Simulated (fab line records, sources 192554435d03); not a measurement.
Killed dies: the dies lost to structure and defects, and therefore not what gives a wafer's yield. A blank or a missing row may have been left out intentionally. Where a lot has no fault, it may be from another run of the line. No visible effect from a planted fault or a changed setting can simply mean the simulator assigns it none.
fab line records -- flow n5-finfet
record lots=12, wafers=34, last-day=18
route steps=1938 shown PASS1_CAP@1874 TV_LITHO@1883 PAD_METAL@1893 PASSIVATION@1901
lots that met no fault: taken from a fault-free run of the same line
start-h: the number of hours between the record's first day and the start of the first shown wafer of the lot -- wait-h: time in hours since the lot's previous step -- " identical to the entry in the row above -- L1.1+2: a single row standing in for several wafers -- - either no value or no given start -- * or withheld: withheld -- < > ~ a bound
route shown NAME@n: a module of which the file shows steps, and the number in the route of the first -- usual: mean and standard deviation over wafers with no fault -- same: alike in all rows -- chamber/n: place in a boat -- sites: per-site readings -- _std_site: standard deviation across them -- _edge_site: inner sites' mean taken away from outer sites' mean -- radius-mm: for every site, how far away it sits from the centre of the wafer -- mask NAME#n: copy n -- behind: tool/chamber where the wafer was last shaped -- hold: why the lot was held/for how many hours/how that ended -- device: names the non-switching transistor (n, p or np) -- end of line: at the end of the route, the tests of the same wafers -- a step given without rows: its recipe and nothing more -- killed: count of dies lost to structure and defects at first sort (not the wafer's yield) -- map: a wafer's dies, marking killed ones x, the rest . and places with no die _
set.NAME: the setting as run; set.NAME@STEP: as run at that earlier step -- model.NAME: the simulator's own value behind a step, which no gauge read
route steps across a sampled set of lots; one table per step, one row per wafer
services: the hour from which a tool's chamber was out of use, counted from the record's first day as start-h (under 0 if before that day), plus the number of hours and why
## steps
# step N5_PASSIVATION_PECVD_01
# recipe material=SiNx, target-thk-a=2000, temp-c=400, precursor=SiH4/NH3/N2, pressure-torr=4.9, rf-w=1406, time-s=43.2
# usual heater-power-w=365/77, showerhead-plenum-p-Torr=8.66/0.061, throttle-valve-pct=29.5/2.4
lot.wafer,tool,chamber,start-h,wait-h,heater-power-w,showerhead-plenum-p-Torr,throttle-valve-pct
L372.1,pecvd-03,1,298.25,0.0,242,8.74,32.5
L372.4,pecvd-03,2,298.25,0.0,328,8.69,26.0
L372.6,pecvd-03,0,298.25,0.0,547,8.61,30.4
L371.1,pecvd-03,0,299.23,0.0,508,8.61,30.9
L371.2,pecvd-03,2,299.23,0.0,302,8.66,26.0
L371.6,pecvd-03,0,299.23,0.0,519,8.62,30.5
L374.3,pecvd-01,0,304.37,0.0,457,8.59,32.5
L374.5,pecvd-01,2,304.37,0.0,349,8.70,30.6
L374.6,pecvd-01,0,304.37,0.0,462,8.61,32.8
L377.1,pecvd-03,2,325.41,0.0,282,8.66,26.1
L377.3,pecvd-03,0,325.41,0.0,560,8.60,30.4
L377.4,pecvd-03,0,325.41,0.0,547,8.59,30.5
L379.3,pecvd-02,0,330.02,0.0,321,8.54,27.4
L379.5,pecvd-02,1,330.02,0.0,344,8.66,31.4
L379.6,pecvd-02,2,330.02,0.0,258,8.68,27.8
L378.1,pecvd-01,0,337.91,0.0,442,8.64,32.7
L378.2,pecvd-01,2,337.91,0.0,347,8.72,30.3
L378.4,pecvd-01,0,337.91,0.0,455,8.62,32.8
L381.1,pecvd-01,2,358.81,0.0,251,8.72,30.4
L381.2,pecvd-01,0,358.81,0.0,459,8.60,33.0
L381.3,pecvd-01,1,358.81,0.0,368,8.73,29.5
L380.3,pecvd-03,1,371.87,0.0,293,8.73,32.2
L380.4,pecvd-03,1,371.87,0.0,301,8.72,32.5
L380.5,pecvd-03,2,371.87,0.0,353,8.68,26.1
L384.3,pecvd-03,2,389.31,0.0,368,8.71,26.2
L384.5,pecvd-03,0,389.31,0.0,492,8.61,30.7
L383.3,pecvd-03,1,390.90,0.0,366,8.75,32.5
L383.6,pecvd-03,0,390.90,0.0,532,8.62,30.5
L390.3,pecvd-01,1,419.54,0.0,378,8.71,26.7
L390.4,pecvd-01,1,419.54,0.0,386,8.72,26.3
L390.6,pecvd-01,0,419.54,0.0,428,8.63,32.9
L392.1,pecvd-01,0,429.99,0.0,480,8.60,32.8
L392.3,pecvd-01,1,429.99,0.0,349,8.74,26.5
L392.6,pecvd-01,1,429.99,0.0,356,8.73,26.5
# step N5_PASSIVATION_CD_MEAS_10
# recipe target-cd-nm=3000, landing-energy-ev=500, detector=se-inlens
# usual cd-nm=3000.8/2.8
lot.wafer,tool,chamber,start-h,wait-h,cd-nm
L372.1,cd-sem-01,0,302.04,-,2997.2
L372.4,cd-sem-01,0,302.04,-,2995.9
L372.6,cd-sem-01,0,302.04,-,2996.7
L371.1,cd-sem-03,0,303.14,-,2999.4
L371.2,cd-sem-03,0,303.14,-,2998.1
L371.6,cd-sem-03,0,303.14,-,2996.8
L374.3,cd-sem-02,0,306.43,-,3004.9
L374.5,cd-sem-02,0,306.43,-,3002.0
L374.6,cd-sem-02,0,306.43,-,3002.9
L377.1,cd-sem-01,0,327.19,-,3001.6
L377.3,cd-sem-01,0,327.19,-,3002.9
L377.4,cd-sem-01,0,327.19,-,3004.2
L379.3,cd-sem-03,0,330.72,-,3005.7
L379.5,cd-sem-03,0,330.72,-,3002.1
L379.6,cd-sem-03,0,330.72,-,3002.0
L378.1,cd-sem-02,0,338.63,-,2996.8
L378.2,cd-sem-02,0,338.63,-,2997.9
L378.4,cd-sem-02,0,338.63,-,3001.8
L381.1,cd-sem-02,0,362.26,-,3001.4
L381.2,cd-sem-02,0,362.26,-,3003.0
L381.3,cd-sem-02,0,362.26,-,3001.0
L380.3,cd-sem-03,0,375.54,-,3002.1
L380.4,cd-sem-03,0,375.54,-,3001.3
L380.5,cd-sem-03,0,375.54,-,3001.8
L384.3,cd-sem-02,0,390.50,-,3004.5
L384.5,cd-sem-02,0,390.50,-,3001.6
L383.3,cd-sem-02,0,391.43,-,2997.4
L383.6,cd-sem-02,0,391.43,-,2998.7
L390.3,cd-sem-01,0,420.99,-,3005.2
L390.4,cd-sem-01,0,420.99,-,3003.2
L390.6,cd-sem-01,0,420.99,-,3000.4
L392.1,cd-sem-02,0,433.18,-,3002.0
L392.3,cd-sem-02,0,433.18,-,3005.6
L392.6,cd-sem-02,0,433.18,-,3000.7
# step N5_PASSIVATION_DEGAS_18
# recipe ambient=vacuum, temp-c=300, time-s=60
# usual heater-power-w=517/71
lot.wafer,tool,chamber,start-h,wait-h,heater-power-w
L372.1,pvd-sputter-01,-,303.53,0.8,415
L372.4,pvd-sputter-01,-,303.53,0.8,534
L372.6,pvd-sputter-01,-,303.53,0.8,406
L371.1,pvd-sputter-01,-,304.67,0.1,415
L371.2,pvd-sputter-01,-,304.67,0.1,396
L371.6,pvd-sputter-01,-,304.67,0.1,487
L374.3,pvd-sputter-02,-,307.37,0.2,483
L374.5,pvd-sputter-02,-,307.37,0.2,505
L374.6,pvd-sputter-02,-,307.37,0.2,412
L377.1,pvd-sputter-03,-,328.03,0.0,632
L377.3,pvd-sputter-03,-,328.03,0.0,514
L377.4,pvd-sputter-03,-,328.03,0.0,567
L379.3,pvd-sputter-03,-,332.08,0.7,504
L379.5,pvd-sputter-03,-,332.08,0.7,498
L379.6,pvd-sputter-03,-,332.08,0.7,564
L378.1,pvd-sputter-01,-,340.08,0.8,529
L378.2,pvd-sputter-01,-,340.08,0.8,422
L378.4,pvd-sputter-01,-,340.08,0.8,414
L381.1,pvd-sputter-01,-,363.79,0.3,410
L381.2,pvd-sputter-01,-,363.79,0.3,542
L381.3,pvd-sputter-01,-,363.79,0.3,403
L380.3,pvd-sputter-01,-,376.62,0.4,407
L380.4,pvd-sputter-01,-,376.62,0.4,544
L380.5,pvd-sputter-01,-,376.62,0.4,423
L384.3,pvd-sputter-02,-,391.99,0.5,427
L384.5,pvd-sputter-02,-,391.99,0.5,510
L383.3,pvd-sputter-02,-,392.67,0.3,500
L383.6,pvd-sputter-02,-,392.67,0.3,613
L390.3,pvd-sputter-01,-,424.62,2.5,415
L390.4,pvd-sputter-01,-,424.62,2.5,406
L390.6,pvd-sputter-01,-,424.62,2.5,411
L392.1,pvd-sputter-03,-,434.09,0.3,496
L392.3,pvd-sputter-03,-,434.09,0.3,551
L392.6,pvd-sputter-03,-,434.09,0.3,559
# step N5_PASSIVATION_EXPOSE_27
# recipe mask-id=PAD, na=0.55, source-shape=conventional, sigma-outer=0.8, polarization=unpolarized, defocus-nm=0, dose-mj=32.3
# usual exposure-dose-mJ-cm2=32.300/0.028
# same na=0.55
lot.wafer,tool,chamber,start-h,wait-h,mask,exposure-dose-mJ-cm2
L372.1,krf-scanner-01,0,304.01,-,PAD#0,32.323
L372.4,krf-scanner-01,0,304.01,-,PAD#0,32.335
L372.6,krf-scanner-01,0,304.01,-,PAD#0,32.272
L371.1,krf-scanner-02,0,305.27,-,PAD#0,32.249
L371.2,krf-scanner-02,0,305.27,-,PAD#0,32.321
L371.6,krf-scanner-02,0,305.27,-,PAD#0,32.318
L374.3,krf-scanner-02,0,307.86,-,PAD#0,32.268
L374.5,krf-scanner-02,0,307.86,-,PAD#0,32.299
L374.6,krf-scanner-02,0,307.86,-,PAD#0,32.294
L377.1,krf-scanner-01,0,328.64,-,PAD#0,32.277
L377.3,krf-scanner-01,0,328.64,-,PAD#0,32.234
L377.4,krf-scanner-01,0,328.64,-,PAD#0,32.266
L379.3,krf-scanner-01,0,332.57,-,PAD#0,32.321
L379.5,krf-scanner-01,0,332.57,-,PAD#0,32.345
L379.6,krf-scanner-01,0,332.57,-,PAD#0,32.292
L378.1,krf-scanner-02,0,340.68,-,PAD#0,32.290
L378.2,krf-scanner-02,0,340.68,-,PAD#0,32.272
L378.4,krf-scanner-02,0,340.68,-,PAD#0,32.312
L381.1,krf-scanner-02,0,364.27,-,PAD#0,32.256
L381.2,krf-scanner-02,0,364.27,-,PAD#0,32.297
L381.3,krf-scanner-02,0,364.27,-,PAD#0,32.271
L380.3,krf-scanner-02,0,377.39,-,PAD#0,32.304
L380.4,krf-scanner-02,0,377.39,-,PAD#0,32.296
L380.5,krf-scanner-02,0,377.39,-,PAD#0,32.320
L384.3,krf-scanner-02,0,392.48,-,PAD#0,32.314
L384.5,krf-scanner-02,0,392.48,-,PAD#0,32.312
L383.3,krf-scanner-02,0,393.16,-,PAD#0,32.303
L383.6,krf-scanner-02,0,393.16,-,PAD#0,32.317
L390.3,krf-scanner-02,0,425.24,-,PAD#0,32.332
L390.4,krf-scanner-02,0,425.24,-,PAD#0,32.295
L390.6,krf-scanner-02,0,425.24,-,PAD#0,32.271
L392.1,krf-scanner-01,0,434.69,-,PAD#0,32.313
L392.3,krf-scanner-01,0,434.69,-,PAD#0,32.299
L392.6,krf-scanner-01,0,434.69,-,PAD#0,32.288
# step N5_PASSIVATION_CD_MEAS_30
# recipe target-cd-nm=4000, landing-energy-ev=500, detector=se-inlens, polarity=opening
# usual cd-nm=3999.9/1.5
lot.wafer,tool,chamber,start-h,wait-h,cd-nm
L372.1,cd-sem-03,0,304.18,-,3996.4
L372.4,cd-sem-03,0,304.18,-,3997.9
L372.6,cd-sem-03,0,304.18,-,3999.1
L371.1,cd-sem-03,0,305.45,-,3998.4
L371.2,cd-sem-03,0,305.45,-,4001.3
L371.6,cd-sem-03,0,305.45,-,4001.6
L374.3,cd-sem-02,0,308.03,-,4000.2
L374.5,cd-sem-02,0,308.03,-,4001.6
L374.6,cd-sem-02,0,308.03,-,3999.5
L377.1,cd-sem-02,0,328.81,-,4003.2
L377.3,cd-sem-02,0,328.81,-,4002.4
L377.4,cd-sem-02,0,328.81,-,4002.5
L379.3,cd-sem-03,0,332.73,-,3999.6
L379.5,cd-sem-03,0,332.73,-,4000.6
L379.6,cd-sem-03,0,332.73,-,4002.6
L378.1,cd-sem-02,0,340.85,-,3999.5
L378.2,cd-sem-02,0,340.85,-,4000.5
L378.4,cd-sem-02,0,340.85,-,4001.4
L381.1,cd-sem-02,0,364.44,-,3999.0
L381.2,cd-sem-02,0,364.44,-,4000.9
L381.3,cd-sem-02,0,364.44,-,3998.7
L380.3,cd-sem-02,0,377.56,-,3998.3
L380.4,cd-sem-02,0,377.56,-,3999.0
L380.5,cd-sem-02,0,377.56,-,4000.0
L384.3,cd-sem-02,0,392.65,-,3997.5
L384.5,cd-sem-02,0,392.65,-,4024.9
L383.3,cd-sem-03,0,393.33,-,3997.5
L383.6,cd-sem-03,0,393.33,-,4025.1
L390.3,cd-sem-02,0,425.40,-,4001.3
L390.4,cd-sem-02,0,425.40,-,3998.7
L390.6,cd-sem-02,0,425.40,-,4025.1
L392.1,cd-sem-02,0,434.86,-,3998.5
L392.3,cd-sem-02,0,434.86,-,4002.3
L392.6,cd-sem-02,0,434.86,-,3996.6
# step N5_PASSIVATION_PROBE_49
# usual defect-limited-yield=91.2/1.4, killed_at_M0_to_M3=34/11, killed_at_M4_up=14/6.3, killed-at-contacts=13/7.4, killed-at-front-end=38/11, killed-at-other=4.3/2.9, killed-dies=103/17, killed-open=68/12, killed-short=34/8, sort_bin_4_leakage=0.00/0.027, sort_bin_5_function=5.1/0.9, sort_bin_6_memory=3.3/0.66, sort-n-pass=1077/17, sort-yield-pct=91.2/1.4
# same gross-dies=1180, killed-at-back-side=0, sort_bin_8_speed[%]=0
lot.wafer,tool,chamber,start-h,wait-h,defect-limited-yield[%],killed_at_M0_to_M3,killed_at_M4_up,killed-at-contacts,killed-at-front-end,killed-at-other,killed-dies,killed-open,killed-short,sort_bin_4_leakage[%],sort_bin_5_function[%],sort_bin_6_memory[%],sort-n-pass,sort-yield-pct[%]
L374.3,prober-01,-,313.36,0.1,92.1,27,10,20,33,3,93,70,22,0,4.9,2.9,1087,92.1
L374.5,prober-01,-,313.46,0.2,92.2,24,9,21,37,1,92,59,33,0,4.7,2.7,1088,92.2
L374.6,prober-01,-,313.51,0.3,92.1,7,9,22,51,4,93,50,39,0,3.9,3.3,1087,92.1
L377.1,prober-02,-,334.48,0.0,93.1,24,2,10,42,4,82,51,25,0,3.8,2.6,1098,93.1
L377.3,prober-02,-,334.58,0.1,90.8,31,24,9,39,6,109,70,38,0,6.4,2.5,1071,90.8
L377.4,prober-02,-,334.63,0.2,92.3,43,11,6,25,6,91,57,31,0,4.2,2.8,1089,92.3
L392.1,prober-01,-,439.94,0.0,91.0,30,22,12,37,5,106,72,31,0,5.1,3.6,1074,91.0
L392.3,prober-01,-,440.04,0.1,92.4,30,12,9,33,6,90,59,29,0,4.2,3.2,1090,92.4
L392.6,prober-01,-,440.19,0.3,88.9,55,14,13,46,3,131,87,43,0,6.7,4.2,1049,88.9
# killed by level:class
L374.3 MOL_CONTACT_COAG:geometric-particle:open=18 FIN_SAQP:geometric-particle:open=11 BEOL_M2:geometric-particle:open=8 BEOL_M1:geometric-particle:open=7 BEOL_M4:geometric-particle:open=5 STARTING-WAFER:geometric-particle:short=5 BEOL_M0:geometric-particle:short=3 BEOL_M3:geometric-particle:open=3
L374.5 MOL_CONTACT_COAG:geometric-particle:open=15 FIN_SAQP:geometric-particle:short=11 FIN_SAQP:geometric-particle:open=10 MOL_CONTACT_COAG:geometric-particle:short=6 BEOL_M2:geometric-particle:open=5 STARTING-WAFER:geometric-particle:open=5 STI_FIN_REVEAL:geometric-particle:open=4 BEOL_M0_SAQP:geometric-particle:short=4
L374.6 FIN_SAQP:geometric-particle:short=17 MOL_CONTACT_COAG:geometric-particle:open=16 FIN_SAQP:geometric-particle:open=15 MOL_CONTACT_COAG:geometric-particle:short=6 STI_FIN_REVEAL:geometric-particle:open=4 HKMG_FIN:area-etch=3 DUMMY_GATE:geometric-particle:open=2 ILD0:geometric-particle:short=2
L377.1 FIN_SAQP:geometric-particle:open=11 FIN_SAQP:geometric-particle:short=9 MOL_CONTACT_COAG:geometric-particle:open=7 BEOL_M1:geometric-particle:open=7 BEOL_M3:geometric-particle:open=6 BEOL_M2:geometric-particle:open=5 HKMG_FIN:area-etch=5 STI_FIN_REVEAL:geometric-particle:short=3
L377.3 MOL_CONTACT_COAG:geometric-particle:open=9 BEOL_M1:geometric-particle:open=8 FIN_SAQP:geometric-particle:open=7 BEOL_M5:geometric-particle:open=7 STI_FIN_REVEAL:geometric-particle:open=7 BEOL_M1:geometric-particle:short=6 BEOL_M2:geometric-particle:open=6 FIN_SAQP:geometric-particle:short=5
L377.4 BEOL_M1:geometric-particle:open=10 BEOL_M3:geometric-particle:open=8 GATE_CUT:geometric-particle:short=7 MOL_CONTACT_COAG:geometric-particle:open=6 BEOL_M1:geometric-particle:short=6 BEOL_M0_SAQP:geometric-particle:short=5 BEOL_M0_SAQP:geometric-particle:open=5 FIN_SAQP:geometric-particle:open=4
L392.1 STI_FIN_REVEAL:geometric-particle:open=12 BEOL_M0_SAQP:geometric-particle:open=11 MOL_CONTACT_COAG:geometric-particle:open=10 BEOL_M4:geometric-particle:open=10 BEOL_M0_SAQP:geometric-particle:short=7 BEOL_M2:geometric-particle:open=4 FIN_SAQP:geometric-particle:short=4 BEOL_M0:geometric-particle:open=4
L392.3 STI_FIN_REVEAL:geometric-particle:open=15 BEOL_M0_SAQP:geometric-particle:short=10 MOL_CONTACT_COAG:geometric-particle:open=8 BEOL_M0_SAQP:geometric-particle:open=8 BEOL_M4:geometric-particle:open=7 FIN_SAQP:geometric-particle:short=5 DUMMY_GATE:geometric-particle:open=4 BEOL_M3:geometric-particle:open=4
L392.6 BEOL_M0_SAQP:geometric-particle:short=18 BEOL_M0_SAQP:geometric-particle:open=15 MOL_CONTACT_COAG:geometric-particle:open=11 STI_FIN_REVEAL:geometric-particle:open=10 FIN_SAQP:geometric-particle:open=9 BEOL_M4:geometric-particle:open=8 FIN_SAQP:geometric-particle:short=7 BEOL_M2:geometric-particle:open=5
## services
tool,chamber,start-h,hours,kind
krf-scanner-02,-,279.67,4.0,pm
krf-scanner-01,-,283.69,1.0,pm
krf-scanner-01,-,285.75,1.3,pm
pecvd-01,1,292.74,2.1,scheduled-down
pecvd-01,2,295.85,6.1,repair
pecvd-02,1,307.58,4.4,repair
krf-scanner-01,-,313.42,0.8,pm
pecvd-01,1,317.60,5.5,scheduled-down
krf-scanner-02,-,321.72,0.8,pm
pecvd-02,-,335.95,0.3,repair
pecvd-03,0,352.53,6.8,repair
krf-scanner-02,-,352.61,1.0,pm
pecvd-03,-,364.63,0.4,repair
krf-scanner-02,0,365.81,-,calibration
pecvd-01,1,383.66,-,clean
pecvd-01,1,383.66,-,consumable-replace:showerhead
pecvd-01,1,383.66,29.0,scheduled-down
pecvd-01,1,383.66,29.0,vent-cycle
krf-scanner-01,-,400.21,4.0,pm
pvd-sputter-01,-,400.96,0.5,repair
krf-scanner-01,-,404.23,3.6,pm
pecvd-01,2,408.30,5.5,scheduled-down
pvd-sputter-02,-,422.30,3.4,repair
krf-scanner-02,-,433.46,1.3,pm
## key
first-sign step=N5_PASSIVATION_CD_MEAS_30, reading=cd-nm, direction=up, sigmas=17, usual=3999.9, struck=4025.1
effect none on later readings
met-at N5_PASSIVATION_EXPOSE_27
struck-lots L383,L384,L390
struck-wafers L383.6,L384.5,L390.6
not-acting-at N5_PASSIVATION_PECVD_01,N5_PASSIVATION_CD_MEAS_10,N5_PASSIVATION_DEGAS_18
onset-between 377.39 392.48
fault kind=process-parameter-drift, tool=krf-scanner-02, chamber=-, onset-h=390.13, steps=N5_PASSIVATION_EXPOSE_27, channel=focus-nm, offset=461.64, shape=step, end-h=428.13, scope=struck-wafers-only
